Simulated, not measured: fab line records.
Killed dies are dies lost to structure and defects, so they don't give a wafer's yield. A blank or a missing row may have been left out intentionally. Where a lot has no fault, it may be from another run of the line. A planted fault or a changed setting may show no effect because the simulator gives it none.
fab line records	flow nand_harc
[record] lots = 6	wafers = 18	last_day = 26
route steps=1159 shown A_BLC@982 A_M0@994 END@1159
lots that met no fault: from a run of the same line without faults
start_h: hours from the record's first day to the start of the lot's first wafer shown	wait_h: hours from the lot's prior step to this one	" same as the row above	L1.1+2: a row that stands for several wafers	- no value, or no start was given	* or withheld: withheld	< > ~ a bound
route shown NAME@n: names a module that has steps shown in the file, with the first one's number in the route	usual: mean and standard deviation over wafers with no fault	same: alike in all rows	chamber/n: place in a boat	sites: readings site by site	_std_site: standard deviation across them	_edge_site: mean of outer sites minus mean of inner sites	radius_mm: for every site, how far away it sits from the centre of the wafer	mask NAME#n: copy n	behind: the tool/chamber that last shaped the wafer	hold: why the lot was held/for how many hours/how that ended	device: transistor that didn't switch, given as n, p or np	end of line: tests run on the same wafers once the route is complete	a step given without rows: its recipe and nothing more	killed: the dies lost at the first sort to structure and to defects; this is not the yield of the wafer	map: shows each die of a wafer: x if killed, . if not, _ if none is there
set.NAME: the run value of the setting; set.NAME@STEP: its run value at that earlier step	model.NAME: the simulator's own value behind a step, which no gauge read
lots at some steps of the route; a table a step, a row a wafer
services: the hour from which a tool's chamber was out of use, counted from the record's first day as start_h (under 0 if before that day), plus the number of hours and why
[[steps]]
[step NHARC_A_BLC_STRIP_29]
[recipe] cf4_flow_sccm = 150	ar_flow_sccm = 0	bias_w = 0	chemistry = CF4
[step NHARC_A_BLC_STRIP_21]
[recipe] o2_flow_sccm = 500	ar_flow_sccm = 0	bias_w = 0	chemistry = O2
[step NHARC_A_BLC_STRIP_22]
[recipe] time_s = 600	temp_c = 30	chemistry = post_etch_residue_remover
[step NHARC_A_BLC_DEGAS_30]
[recipe] temp_c = 300	time_s = 60
[usual] heater_power_w = 482/72
lot.wafer	tool	chamber	start_h	wait_h	heater_power_w
L996.2	pvd_sputter-03	-	397.76	-	501
L996.1	"	-	"	"	484
L996.5	"	-	"	"	492
L100.3	pvd_sputter-01	-	414.02	-	452
L100.6	"	-	"	"	498
L100.5	"	-	"	"	464
L105.1	pvd_sputter-02	-	461.50	-	371
L105.4	"	-	"	"	435
L105.6	"	-	"	"	370
L106.1	pvd_sputter-01	-	463.02	-	503
L106.2	"	-	"	"	470
L106.3	"	-	"	"	448
L108.2	pvd_sputter-01	-	487.12	-	473
L108.1	"	-	"	"	457
L108.6	"	-	"	"	513
L118.4	pvd_sputter-02	-	534.38	-	461
L118.1	"	-	"	"	433
L118.5	"	-	"	"	457
[step NHARC_A_BLC_PRE_CLEAN_31]
[recipe] time_s = 15	bias_v = 250	gas = Ar
[step NHARC_A_BLC_PVD_32]
[recipe] target_thk_a = 50	chamber_pressure_pa = 5	power_w = 5000	substrate_temp_c = 200	time_s = 17.7	material = Ti
[usual] substrate_temp_c = 200.01/0.17	throttle_valve_pct = 29.7/0.91
lot.wafer	tool	chamber	start_h	wait_h	substrate_temp_c	throttle_valve_pct
L996.1	pvd_sputter-03	-	-	-	200.12	29.9
L996.2	"	-	"	"	199.80	28.5
L996.5	"	-	"	"	200.02	29.7
L100.3	pvd_sputter-01	-	-	-	199.76	29.1
L100.5	"	-	"	"	200.26	28.5
L100.6	"	-	"	"	199.95	29.5
L105.4	pvd_sputter-02	-	-	-	199.76	30.7
L105.1	"	-	"	"	199.77	30.9
L105.6	"	-	"	"	199.70	30.5
L106.1	pvd_sputter-01	-	-	-	200.07	29.5
L106.3	"	-	"	"	199.97	29.6
L106.2	"	-	"	"	200.09	28.8
L108.2	pvd_sputter-01	-	-	-	200.11	28.4
L108.1	"	-	"	"	199.84	29.6
L108.6	"	-	"	"	200.09	29.5
L118.1	pvd_sputter-02	-	-	-	200.07	28.4
L118.4	"	-	"	"	200.19	30.8
L118.5	"	-	"	"	199.91	30.9
[step NHARC_A_BLC_ALD_23]
[recipe] target_thk_a = 30	pulse_time_s = 1	ald_cycles = 150	temp_c = 450	material = TiN
[usual] heater_power_w = 1114/90	precursor_pulse_height_rel = 0.997/0.019
[same] ald_cycles = 150	pulse_time_s = 1
lot.wafer	tool	chamber	start_h	wait_h	heater_power_w	precursor_pulse_height_rel
L996.1	ald_metal-01	2	398.11	-	981	0.998
L996.2	"	3	"	"	1208	0.998
L996.5	"	1	"	"	972	0.964
L100.3	ald_metal-03	1	414.34	-	1063	0.982
L100.6	"	0	"	"	1289	1.002
L100.5	"	1	"	"	1075	1.010
L105.4	ald_metal-02	1	461.76	-	1213	0.991
L105.1	"	2	"	"	1014	1.031
L105.6	"	1	"	"	1196	0.980
L106.3	ald_metal-02	1	463.26	-	1210	1.024
L106.2	"	3	"	"	1047	1.003
L106.1	"	0	"	"	1036	0.976
L108.2	ald_metal-03	1	487.36	-	1113	0.969
L108.1	"	0	"	"	1267	0.989
L108.6	"	1	"	"	1089	0.989
L118.1	ald_metal-02	0	534.65	-	1063	0.993
L118.4	"	2	"	"	1059	1.015
L118.5	"	0	"	"	1041	0.981
[step NHARC_A_BLC_CVD_24]
[recipe] target_thk_a = 1500	temp_c = 300	pressure_torr = 40	wf6_flow_sccm = 40	h2_flow_sccm = 1600	ar_flow_sccm = 1560	time_s = 434	material = W
[step NHARC_A_BLC_CMP_25]
[recipe] t_overpolish_s = 30	target_thk_nm = 150
[step NHARC_A_BLC_SRD_27]
[step NHARC_A_BLC_INSPECT_28]
[usual] raw_defect_count = 430/110
lot.wafer	tool	chamber	start_h	wait_h	raw_defect_count
L996.1	defect_inspect-01	-	401.30	0.1	473
L996.2	"	-	"	"	618
L996.5	"	-	"	"	441
L100.3	defect_inspect-01	-	415.46	0.1	480
L100.5	"	-	"	"	416
L100.6	"	-	"	"	387
L105.1	defect_inspect-02	-	466.49	0.1	488
L105.4	"	-	"	"	392
L105.6	"	-	"	"	406
L106.1	defect_inspect-02	-	467.37	0.1	435
L106.2	"	-	"	"	541
L106.3	"	-	"	"	579
L108.1	defect_inspect-02	-	490.83	0.1	350
L108.2	"	-	"	"	399
L108.6	"	-	"	"	251
L118.1	defect_inspect-02	-	536.11	0.1	377
L118.4	"	-	"	"	640
L118.5	"	-	"	"	490
[step NHARC_A_M0_DEP_00]
[recipe] target_thk_a = 1500	target_thk_nm = 150	temp_c = withheld	pressure_torr = 5	flow_sccm = 200	rf_w = 600	material = SiOC
[usual] showerhead_vpp_V = 1462/84
lot.wafer	tool	chamber	start_h	wait_h	showerhead_vpp_V
L996.2	pecvd-01	1	401.37	0.1	1484
L996.1	"	0	"	"	1505
L996.5	"	1	"	"	1460
L100.3	pecvd-01	0	415.72	0.3	1522
L100.5	"	1	"	"	1478
L100.6	"	0	"	"	1518
L105.1	pecvd-01	1	466.65	0.2	1483
L105.6	"	2	"	"	1454
L105.4	"	0	"	"	1538
L106.1	pecvd-01	1	467.44	0.1	1474
L106.2	"	2	"	"	1478
L106.3	"	0	"	"	1546
L108.1	pecvd-04	0	490.94	0.1	1593
L108.2	"	1	"	"	1515
L108.6	"	2	"	"	1351
L118.1	pecvd-01	1	536.18	0.1	1493
L118.5	"	2	"	"	1463
L118.4	"	0	"	"	1528
[step NHARC_A_M0_DEHYDRATE_01]
[recipe] temp_c = 150	time_s = 120
[step NHARC_A_M0_HMDS_02]
[recipe] time_s = 30
[step NHARC_A_M0_COAT_33]
[recipe] temp_c = 200	time_s = 65
[step NHARC_A_M0_COAT_03]
[recipe] spin_rpm = 1500	resist_thk_nm = 90
[step NHARC_A_M0_SOFTBAKE_04]
[recipe] temp_c = 105	time_s = 55
[step NHARC_A_M0_EBR_05]
[step NHARC_A_M0_EXPOSE_06]
[recipe] na = 1.35	target_cd_nm = 80	dose_mj = 83.25	mask_id = A_M0
[step NHARC_A_M0_PEB_07]
[recipe] peb_temp_c = 100	peb_time_s = 65
[step NHARC_A_M0_DEVELOP_08]
[recipe] develop_time_s = 35	dev_temp_c = 23
[step NHARC_A_M0_CD_MEAS_09]
[recipe] target_cd_nm = 80	landing_energy_ev = 500
[usual] cd_nm = 80.3/0.61
lot.wafer	tool	chamber	start_h	wait_h	cd_nm
L996.1	cd_sem-01	0	402.09	-	80.2
L996.2	"	0	"	"	79.9
L996.5	"	0	"	"	80.3
L100.3	cd_sem-01	0	416.35	-	80.7
L100.5	"	0	"	"	80.0
L100.6	"	0	"	"	80.2
L105.1	cd_sem-02	0	467.27	-	80.7
L105.4	"	0	"	"	80.5
L105.6	"	0	"	"	80.8
L106.1	cd_sem-01	0	468.28	-	80.0
L106.2	"	0	"	"	80.3
L106.3	"	0	"	"	80.3
L108.1	cd_sem-02	0	491.73	-	79.8
L108.2	"	0	"	"	80.2
L108.6	"	0	"	"	79.3
L118.1	cd_sem-01	0	536.88	-	80.9
L118.4	"	0	"	"	81.1
L118.5	"	0	"	"	81.4
[step NHARC_A_M0_OVL_MEAS_10]
[recipe] pitch_nm = 160
[usual] overlay_x_nm = 0.0/0.66	overlay_y_nm = 0.2/0.92
lot.wafer	tool	chamber	start_h	wait_h	overlay_x_nm	overlay_y_nm
L996.1	overlay-01	-	402.19	-	0.4	0.6
L996.2	"	-	"	"	0.2	0.7
L996.5	"	-	"	"	0.6	0.1
L100.3	overlay-02	-	416.43	-	-0.5	0.6
L100.5	"	-	"	"	-0.1	0.9
L100.6	"	-	"	"	-0.5	0.8
L105.1	overlay-02	-	467.36	-	-0.3	-1.2
L105.4	"	-	"	"	-0.1	-1.1
L105.6	"	-	"	"	0.1	-0.6
L106.1	overlay-01	-	468.37	-	-0.1	-0.7
L106.2	"	-	"	"	0.2	-0.4
L106.3	"	-	"	"	-0.2	-0.2
L108.1	overlay-02	-	491.82	-	-0.1	0.9
L108.2	"	-	"	"	-0.5	0.5
L108.6	"	-	"	"	-0.1	0.9
L118.1	overlay-01	-	536.97	-	-0.7	-0.1
L118.4	"	-	"	"	-1.1	-0.1
L118.5	"	-	"	"	-1.7	0.3
[step NHARC_A_M0_INSPECT_11]
[usual] raw_defect_count = 34/15
lot.wafer	tool	chamber	start_h	wait_h	raw_defect_count
L996.1	defect_inspect-02	-	402.23	0.0	18
L996.2	"	-	"	"	18
L996.5	"	-	"	"	22
L100.3	defect_inspect-01	-	416.47	0.0	28
L100.5	"	-	"	"	32
L100.6	"	-	"	"	38
L105.1	defect_inspect-01	-	467.40	0.0	27
L105.4	"	-	"	"	37
L105.6	"	-	"	"	40
L106.1	defect_inspect-01	-	468.42	0.1	45
L106.2	"	-	"	"	45
L106.3	"	-	"	"	55
L108.1	defect_inspect-01	-	491.86	0.0	40
L108.2	"	-	"	"	23
L108.6	"	-	"	"	39
L118.1	defect_inspect-01	-	537.01	0.0	48
L118.4	"	-	"	"	40
L118.5	"	-	"	"	33
[step NHARC_A_M0_DESCUM_14]
[recipe] time_s = 3	o2_flow_sccm = 200	ar_flow_sccm = 0	bias_power_w = 0	chemistry = O2
[step NHARC_A_M0_ETCH_34]
[recipe] target_depth_a = 400	overetch_a = 120	time_s = 43.94	ion_energy_ev = 200	n2_flow_sccm = 150	h2_flow_sccm = 150	ar_flow_sccm = 0	rf_w = 400	bias_w = 150	chemistry = N2/H2
[step NHARC_A_M0_ETCH_15]
[recipe] target_depth_a = 1500	overetch_a = 150	time_s = 82.5	c4f8_flow_sccm = withheld	ar_flow_sccm = 400	rf_w = 600	bias_w = 300	chemistry = C4F8/Ar
[usual] oes_product_au = 0.943/0.022	rf_vpp_V = 441.4/2.3
lot.wafer	tool	chamber	start_h	wait_h	oes_product_au	rf_hours_counter_h	rf_vpp_V
L996.2	rie_diel-11	2	-	-	0.936	1	441.8
L996.1	"	3	"	"	0.926	1	439.4
L996.5	"	1	"	"	0.933	-	441.6
L100.3	rie_diel-02	0	-	-	0.958	6	443.7
L100.6	"	0	"	"	0.962	-	444.4
L100.5	"	1	"	"	0.970	-	440.7
L105.1	rie_diel-02	0	-	-	0.931	10	444.4
L105.4	"	1	"	"	0.919	-	441.8
L105.6	"	2	"	"	0.924	-	442.2
L106.3	rie_diel-12	0	-	-	0.950	5	438.4
L106.1	"	1	"	"	0.945	5	442.0
L106.2	"	2	"	"	0.971	6	442.4
L108.1	rie_diel-02	1	-	-	0.942	9	441.4
L108.2	"	0	"	"	0.959	12	444.8
L108.6	"	0	"	"	0.962	-	444.1
L118.4	rie_diel-11	2	-	-	0.973	10	441.0
L118.1	"	0	"	"	0.980	9	437.2
L118.5	"	2	"	"	0.965	-	443.0
[step NHARC_A_M0_CD_MEAS_16]
[usual] cd_nm = 80.2/0.74
lot.wafer	tool	chamber	start_h	wait_h	cd_nm
L996.1	cd_sem-01	-	402.59	-	80.2
L996.2	"	-	"	"	80.2
L996.5	"	-	"	"	80.8
L100.3	cd_sem-01	-	416.83	-	80.6
L100.5	"	-	"	"	79.9
L100.6	"	-	"	"	79.5
L105.1	cd_sem-03	-	467.81	-	80.4
L105.4	"	-	"	"	80.2
L105.6	"	-	"	"	80.5
L106.1	cd_sem-01	-	468.78	-	80.1
L106.2	"	-	"	"	80.0
L106.3	"	-	"	"	80.4
L108.1	cd_sem-03	-	492.26	-	79.6
L108.2	"	-	"	"	80.2
L108.6	"	-	"	"	79.3
L118.1	cd_sem-03	-	537.37	-	80.5
L118.4	"	-	"	"	81.1
L118.5	"	-	"	"	82.2
[step NHARC_A_M0_STRIP_18]
[recipe] power_w = 1000	n2_flow_sccm = 150	h2_flow_sccm = 150	ar_flow_sccm = 0	bias_w = 0	chemistry = N2/H2
[step NHARC_A_M0_STRIP_19]
[recipe] time_s = 600	temp_c = 30	chemistry = post_etch_residue_remover
[step NHARC_A_M0_DEGAS_28]
[recipe] temp_c = 250	time_s = 60
[step NHARC_A_M0_PRE_CLEAN_29]
[recipe] time_s = 30	temp_c = 280	gas = H2/He
[step NHARC_A_M0_PVD_20]
[recipe] target_thk_a = 50	bias_v = 168.6	power_w = 15000	chamber_pressure_pa = 0.12	time_s = 8.06	substrate_temp_c = 50	material = TaN
[step NHARC_A_M0_PVD_21]
[recipe] target_thk_a = 300	chamber_pressure_pa = 5	power_w = 5000	substrate_temp_c = 30	time_s = 20.49	material = Cu
[usual] substrate_temp_c = 29.99/0.1	throttle_valve_pct = 29.6/0.79
lot.wafer	tool	chamber	start_h	wait_h	substrate_temp_c	throttle_valve_pct
L996.1	pvd_sputter-03	-	-	-	29.95	29.7
L996.2	"	-	"	"	29.92	30.3
L996.5	"	-	"	"	29.86	28.6
L100.3	pvd_sputter-03	-	-	-	30.03	28.6
L100.5	"	-	"	"	30.04	29.1
L100.6	"	-	"	"	29.99	29.8
L105.4	pvd_sputter-01	-	-	-	29.74	29.2
L105.1	"	-	"	"	29.98	28.2
L105.6	"	-	"	"	30.01	29.8
L106.2	pvd_sputter-02	-	-	-	30.15	30.5
L106.3	"	-	"	"	30.07	30.7
L106.1	"	-	"	"	29.96	30.6
L108.1	pvd_sputter-03	-	-	-	29.88	30.7
L108.2	"	-	"	"	30.14	29.4
L108.6	"	-	"	"	29.83	29.3
L118.1	pvd_sputter-01	-	-	-	29.92	29.2
L118.4	"	-	"	"	30.02	30.0
L118.5	"	-	"	"	29.99	30.8
[step NHARC_A_M0_ECD_22]
[recipe] target_thk_a = 4000	bath_temp_c = 25	material = Cu
[step NHARC_A_M0_ANNEAL_30]
[recipe] temp_c = 225	time_s = 90
[step NHARC_A_M0_CMP_23]
[recipe] t_overpolish_s = 20	target_thk_nm = 113.75
[step NHARC_A_M0_SRD_25]
[step NHARC_A_M0_INSPECT_27]
[usual] raw_defect_count = 469/120
lot.wafer	tool	chamber	start_h	wait_h	raw_defect_count
L996.1	defect_inspect-01	-	404.86	0.0	435
L996.2	"	-	"	"	462
L996.5	"	-	"	"	566
L100.3	defect_inspect-02	-	419.01	0.0	655
L100.5	"	-	"	"	602
L100.6	"	-	"	"	628
L105.1	defect_inspect-01	-	469.98	0.0	392
L105.4	"	-	"	"	520
L105.6	"	-	"	"	441
L106.1	defect_inspect-01	-	470.94	0.0	470
L106.2	"	-	"	"	506
L106.3	"	-	"	"	447
L108.1	defect_inspect-02	-	494.50	0.0	529
L108.2	"	-	"	"	525
L108.6	"	-	"	"	336
L118.1	defect_inspect-02	-	540.27	0.0	467
L118.4	"	-	"	"	317
L118.5	"	-	"	"	342
[step NHARC_END_SORT_01]
[recipe] temp_c = 25
[usual] defect_limited_yield = 95.3/1.3	killed_at_array = 28/9.1	killed_at_other = 0.6/0.87	killed_at_periphery = 3.4/2.7	killed_dies = 32/9	killed_open = 3.2/1.9	killed_short = 2.0/1.3	sort_bin_2_pct = 1.5/0.57	sort_bin_3_pct = 0.26/0.22	sort_bin_4_pct = 2.9/0.91	sort_n_pass = 645/9	sort_rim_yield_pct = 93/3.3	sort_yield_pct = 95.3/1.3
[same] gross_dies = 677	sort_bin_5_pct[%] = 0	sort_bin_6_pct[%] = 0	sort_bin_7_pct[%] = 0	sort_bin_8_pct[%] = 0	sort_rim_n_gross = 106.00
lot.wafer	tool	chamber	start_h	wait_h	defect_limited_yield[%]	killed_at_array	killed_at_other	killed_at_periphery	killed_dies	killed_open	killed_short	sort_bin_2_pct[%]	sort_bin_3_pct[%]	sort_bin_4_pct[%]	sort_n_pass	sort_rim_yield_pct[%]	sort_yield_pct[%]
L996.1	prober-01	0	439.72	2.5	97.5	9	2	6	17	3	1	1.0	0.15	1.3	660	95	97.5
L996.2	prober-01	0	440.51	2.8	96.6	18	3	2	23	1	3	1.0	0.15	2.2	654	92	96.6
L996.5	prober-01	0	442.90	3.7	97.5	12	3	2	17	5	1	1.2	0.15	1.2	660	95	97.5
L100.3	prober-02	0	477.01	3.1	95.9	27	0	1	28	2	2	1.0	0.30	2.8	649	94	95.9
L100.5	prober-02	0	478.60	3.7	95.4	29	1	1	31	7	2	1.3	0.15	3.1	646	93	95.4
L100.6	prober-02	0	479.40	4.0	96.0	24	2	1	27	4	3	1.9	0.30	1.8	650	93	96.0
L105.1	prober-02	0	533.32	2.5	95.6	26	0	4	30	4	3	0.7	0	3.7	647	93	95.6
L105.4	prober-02	0	535.69	3.4	0.4	667	1	6	674	5	1	96.0	0.30	3.2	3	1	0.4
L105.6	prober-02	0	537.28	4.0	94.1	36	1	3	40	7	2	2.1	0.15	3.7	637	95	94.1
L106.1	prober-02	0	541.07	2.5	93.4	40	0	5	45	5	0	1.9	0.30	4.4	632	89	93.4
L106.2	prober-02	0	541.88	2.8	0	674	0	3	677	5	2	96.0	0.30	3.7	0	0	0
L106.3	prober-02	0	542.69	3.1	93.8	40	1	1	42	3	4	1.9	0.74	3.5	635	89	93.8
L108.1	prober-02	0	572.40	2.5	93.6	36	2	5	43	4	0	2.2	0.15	4.0	634	93	93.6
L108.2	prober-02	0	573.19	2.8	95.4	28	0	3	31	2	2	1.5	0.30	2.8	646	97	95.4
L108.6	prober-02	0	576.36	4.0	94.1	37	1	2	40	2	3	1.9	0.15	3.8	637	94	94.1
// killed by level:class
L996.1 P_ZERO_WELL:chamber_film_flake=4 A_CHANNEL_HOLE_D1:chamber_film_flake=3 A_STAIRCASE:chamber_film_flake=3 THIN_TSV:chamber_film_flake=2 P_GATE:geometric_particle:open=1 P_M1:geometric_particle:open=1 A_ONON_D1:geometric_particle:open=1 A_M1:geometric_particle:short=1
L996.2 A_CHANNEL_HOLE_D1:chamber_film_flake=10 THIN_TSV:chamber_film_flake=3 A_ZERO_WELL:chamber_film_flake=2 P_M0:geometric_particle:short=1 A_ONON_D1:geometric_particle:open=1 A_ONON_D1:geometric_particle:short=1 A_SGD_CUT:geometric_particle:short=1 P_ZERO_WELL:chamber_film_flake=1
L996.5 A_CHANNEL_HOLE_D1:chamber_film_flake=4 THIN_TSV:chamber_film_flake=3 A_ONON_D1:geometric_particle:open=2 A_CONTACT:geometric_particle:open=2 P_GATE:geometric_particle:short=1 P_CONTACT:geometric_particle:open=1 A_ZERO_WELL:chamber_film_flake=1 A_STAIRCASE:chamber_film_flake=1
L100.3 A_CHANNEL_HOLE_D1:chamber_film_flake=9 A_STAIRCASE:chamber_film_flake=6 A_CONTACT:chamber_film_flake=5 A_ZERO_WELL:chamber_film_flake=2 A_ONON_D1:geometric_particle:short=1 A_ONON_D1:geometric_particle:open=1 A_WL_FILL:geometric_particle:short=1 A_CONTACT:geometric_particle:open=1
L100.5 A_CHANNEL_HOLE_D1:chamber_film_flake=10 A_STAIRCASE:chamber_film_flake=5 A_CONTACT:chamber_film_flake=4 A_BLC:geometric_particle:open=2 A_M0:geometric_particle:open=2 A_ZERO_WELL:chamber_film_flake=2 A_SOURCE_PLATE:geometric_particle:open=1 A_ONON_D1:geometric_particle:open=1
L100.6 A_ZERO_WELL:chamber_film_flake=7 A_CHANNEL_HOLE_D1:chamber_film_flake=5 A_STAIRCASE:chamber_film_flake=4 A_CONTACT:chamber_film_flake=4 P_M0:geometric_particle:open=1 A_CHANNEL_HOLE_D1:geometric_particle:open=1 A_CHANNEL_FILL_D1:geometric_particle:short=1 A_CONTACT:geometric_particle:short=1
L105.1 A_SLIT:chamber_film_flake=12 A_CHANNEL_HOLE_D1:chamber_film_flake=6 A_STAIRCASE:chamber_film_flake=2 P_M0:geometric_particle:short=1 P_M1:geometric_particle:open=1 A_CHANNEL_FILL_D1:geometric_particle:short=1 A_SLIT:geometric_particle:short=1 A_CONTACT:geometric_particle:open=1
L105.4 A_M0:area_dep=634 A_SLIT:chamber_film_flake=22 A_CHANNEL_HOLE_D1:chamber_film_flake=3 P_M0:geometric_particle:open=2 A_CHANNEL_FILL_D1:chamber_film_flake=2 P_ZERO_WELL:chamber_film_flake=2 A_CHANNEL_HOLE_D1:geometric_particle:open=1 A_CHANNEL_FILL_D1:geometric_particle:open=1
L105.6 A_SLIT:chamber_film_flake=21 A_CHANNEL_HOLE_D1:chamber_film_flake=4 P_CONTACT:geometric_particle:open=2 A_CONTACT:geometric_particle:open=2 A_STAIRCASE:chamber_film_flake=2 A_CONTACT:chamber_film_flake=2 P_M1:geometric_particle:open=1 A_CHANNEL_FILL_D1:geometric_particle:open=1
L106.1 A_CHANNEL_HOLE_D1:chamber_film_flake=14 A_SLIT:chamber_film_flake=14 A_CONTACT:chamber_film_flake=5 A_STAIRCASE:chamber_film_flake=3 P_GATE:geometric_particle:open=1 P_CONTACT:geometric_particle:open=1 P_M0:geometric_particle:open=1 A_CONTACT:geometric_particle:open=1
L106.2 A_M0:area_dep=636 A_SLIT:chamber_film_flake=11 A_CHANNEL_HOLE_D1:chamber_film_flake=9 A_STAIRCASE:chamber_film_flake=4 A_SGD_CUT:chamber_film_flake=4 A_CONTACT:chamber_film_flake=4 A_M0:geometric_particle:open=2 P_ZERO_WELL:chamber_film_flake=2
L106.3 A_SLIT:chamber_film_flake=16 A_CHANNEL_HOLE_D1:chamber_film_flake=12 A_CONTACT:chamber_film_flake=2 A_ONON_D1:geometric_particle:short=1 A_CHANNEL_FILL_D1:geometric_particle:short=1 A_SGD_CUT:geometric_particle:short=1 A_CONTACT:geometric_particle:open=1 A_CONTACT:geometric_particle:short=1
L108.1 A_SLIT:chamber_film_flake=17 A_CHANNEL_HOLE_D1:chamber_film_flake=8 P_M0:chamber_film_flake=3 A_BONDPAD:chamber_film_flake=3 A_STAIRCASE:chamber_film_flake=2 A_CONTACT:chamber_film_flake=2 THIN_TSV:chamber_film_flake=2 P_CONTACT:geometric_particle:open=1
L108.2 A_SLIT:chamber_film_flake=13 A_BONDPAD:chamber_film_flake=5 P_M0:chamber_film_flake=3 A_CHANNEL_HOLE_D1:chamber_film_flake=3 A_STAIRCASE:chamber_film_flake=2 A_SOURCE_PLATE:geometric_particle:open=1 A_CHANNEL_HOLE_D1:geometric_particle:short=1 A_SGD_CUT:geometric_particle:open=1
L108.6 A_SLIT:chamber_film_flake=14 A_CHANNEL_HOLE_D1:chamber_film_flake=6 A_STAIRCASE:chamber_film_flake=5 A_BONDPAD:chamber_film_flake=5 P_M0:chamber_film_flake=2 A_SOURCE_PLATE:geometric_particle:short=1 A_CHANNEL_HOLE_D1:geometric_particle:short=1 A_CHANNEL_FILL_D1:geometric_particle:short=1
// map L105.4 (x killed, . not)
____________x____________
_________xxxxxxx_________
_______xxxxxxxxxxx_______
______x.xxxxxxxxxxx______
_____xxxxxxxxxxxxxxx_____
____xxxxxxxxxxxxxxxxx____
____xxxxxxxxxxxxxxxxx____
___xxxxxxxxxxxxxxxxxxx___
___xxxxxxxxxxxxxxxxxxx___
__xxxxxxxxxxxxxxxxxxxxx__
__xxxxxxxxxxxxxxxxxxxxx__
_xxxxxxxxxxxxxxxxxxxxxxx_
_xxxxxxxxxxxxxxxxxxxxxxx_
_xxxxxxxxxxxxxxxxxxxxxxx_
_xxxxxxxxxxxxxxxxxxxxxxx_
_xxxxxxxxxxxxxxxxxxxxxxx_
xxxxxxxxxxxxxxxxxxxxxxxxx
xxxxxxxxxxxxxxxxxxxxxxxxx
xxxxxxxxxxxxxxxxxxxxxxxxx
xxxxxxxxxxxxxxxxxxxxxxxxx
xxxxxxxxxxxxxxxxxxxxxxxxx
_xxxxxxxxxxxxxxxxxxxxxxx_
_xxxxxxxxxxxxxxxxxxxxxxx_
_xxxxxxxxxxxxxxxxxxxxxxx_
_xxxxxxxxxxxxxxxxxxxxxxx_
_xxxxxxxxxxxxxxxxxxxxxxx_
__xxxxxxxxxxxxxxxxxxxxx__
__xxxxxxxxxxxxxxxxxxxxx__
___xxxxxxxxxxxxxxxxxxx___
___xx.xxxxxxxxxxxxxxxx___
____xxxxxxxxxxxxxxxxx____
____xxxxxxxxxxxxxx.xx____
_____xxxxxxxxxxxxxxx_____
______xxxxxxxxxxxxx______
_______xxxxxxxxxxx_______
_________xxxxxxx_________
____________x____________
// map L106.2 (x killed, . not)
____________x____________
_________xxxxxxx_________
_______xxxxxxxxxxx_______
______xxxxxxxxxxxxx______
_____xxxxxxxxxxxxxxx_____
____xxxxxxxxxxxxxxxxx____
____xxxxxxxxxxxxxxxxx____
___xxxxxxxxxxxxxxxxxxx___
___xxxxxxxxxxxxxxxxxxx___
__xxxxxxxxxxxxxxxxxxxxx__
__xxxxxxxxxxxxxxxxxxxxx__
_xxxxxxxxxxxxxxxxxxxxxxx_
_xxxxxxxxxxxxxxxxxxxxxxx_
_xxxxxxxxxxxxxxxxxxxxxxx_
_xxxxxxxxxxxxxxxxxxxxxxx_
_xxxxxxxxxxxxxxxxxxxxxxx_
xxxxxxxxxxxxxxxxxxxxxxxxx
xxxxxxxxxxxxxxxxxxxxxxxxx
xxxxxxxxxxxxxxxxxxxxxxxxx
xxxxxxxxxxxxxxxxxxxxxxxxx
xxxxxxxxxxxxxxxxxxxxxxxxx
_xxxxxxxxxxxxxxxxxxxxxxx_
_xxxxxxxxxxxxxxxxxxxxxxx_
_xxxxxxxxxxxxxxxxxxxxxxx_
_xxxxxxxxxxxxxxxxxxxxxxx_
_xxxxxxxxxxxxxxxxxxxxxxx_
__xxxxxxxxxxxxxxxxxxxxx__
__xxxxxxxxxxxxxxxxxxxxx__
___xxxxxxxxxxxxxxxxxxx___
___xxxxxxxxxxxxxxxxxxx___
____xxxxxxxxxxxxxxxxx____
____xxxxxxxxxxxxxxxxx____
_____xxxxxxxxxxxxxxx_____
______xxxxxxxxxxxxx______
_______xxxxxxxxxxx_______
_________xxxxxxx_________
____________x____________
[[services]]
tool	chamber	start_h	hours	kind
ald_metal-02	-	377.43	0.7	repair
rie_diel-11	-	377.51	3.7	repair
rie_diel-02	0	377.88	2.2	repair
pvd_sputter-02	-	392.01	10.0	pm
ald_metal-02	0	403.46	6.4	repair
pecvd-01	-	418.03	13.0	pm
ald_metal-02	0	427.45	3.1	repair
ald_metal-03	1	436.34	8.7	repair
ald_metal-03	2	439.61	4.5	repair
rie_diel-11	1	452.84	6.7	repair
rie_diel-02	3	454.41	52.1	repair
ald_metal-03	3	456.84	10.3	repair
pvd_sputter-03	-	458.04	10.0	pm
ald_metal-03	1	459.48	1.7	repair
ald_metal-03	0	460.61	6.7	repair
pvd_sputter-02	-	473.60	1.8	repair
ald_metal-02	-	491.63	0.6	repair
rie_diel-02	2	499.09	5.0	repair
rie_diel-02	-	504.70	9.0	pm
ald_metal-02	-	505.21	1.1	repair
pecvd-01	-	507.27	0.5	repair
pvd_sputter-01	-	514.00	10.0	pm
ald_metal-02	3	519.40	1.6	repair
ald_metal-02	3	529.75	24.0	repair
[[key]]
[first_sign] step = NHARC_END_SORT_01	reading = sort_bin_2_pct	direction = up	sigmas = 99+	usual = 1.5	struck = 96.0
[effect] step = NHARC_END_SORT_01	reading = defect_limited_yield	direction = down	sigmas = 71	usual = 95.3	struck = 0.2
[more_kills_born_at] NHARC_A_M0_DEP_00@pecvd-01 = 1270
met_at NHARC_A_M0_DEP_00
struck_wafers L105.4,L106.2
later_rows_left_out L105.4,L106.2
onset_between 415.72 466.65
[fault] kind = process_parameter_drift	tool = pecvd-01	chamber = -	onset_h = 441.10	steps = NHARC_A_M0_DEP_00	channel = target_thk_a	offset = *	shape = step	end_h = 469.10	scope = struck_wafers_only	acts_in = *	stated = *
// later_rows_left_out: the simulator's readings of these wafers behind a module that went badly wrong aren't trusted and aren't shown, but for the sort
